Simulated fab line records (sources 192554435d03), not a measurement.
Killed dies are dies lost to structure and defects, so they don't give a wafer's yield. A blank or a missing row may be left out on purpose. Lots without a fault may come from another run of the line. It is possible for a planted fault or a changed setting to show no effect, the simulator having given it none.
Matching of chambers | flow n5Finfet | uvCure-02 running N5_BEOL_M5_CURE_80: 3 sister chambers
The step cures SiCOH lowk, time 120 s. 3 wafers are shown with their chamber, then 7 later ones without.

WAFERS PAIRED WITH THEIR CHAMBERS
wafer  | chamber | wafer_temp_C_max
L084.6 | 1       | 371.8
L089.6 | 0       | 370.5
L092.3 | 2       | 371.3

WAFERS WHOSE CHAMBER IS MISSING
wafer  | wafer_temp_C_max
L092.4 | 371.3
L093.2 | 371.1
L093.4 | 370.6
L093.5 | 370.7
L097.1 | 371.2
L097.3 | 371.7
L097.5 | 371.0

EACH ONE'S CHAMBER
wafer  | from the rows above     | in truth
L092.4 | 2                       | 2
L093.2 | 2                       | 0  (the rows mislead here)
L093.4 | 0                       | 0
L093.5 | 0                       | 0
L097.1 | 2                       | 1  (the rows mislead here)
L097.3 | can't be placed: 1 or 2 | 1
L097.5 | can't be placed: 2 or 0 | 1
Correctly placed: 3 of 7. Cannot be placed on the basis of these rows: 2; the candidates contain the true chamber in 1. Number placed wrongly: 2.
How it was worked out, from the rows above alone: a wafer's distance from a chamber is the root of the sum, over the readings, of the square of ((its reading less the chamber's mean) divided by the reading's scatter). The wafer belongs to the nearest chamber; if the next one is less than 2 further off, it can't be placed. For every chamber, the mean is computed from those of its wafers that are shown. The scatter: root of mean squared gap, hidden wafer to nearest shown wafer, with one shown wafer a chamber.
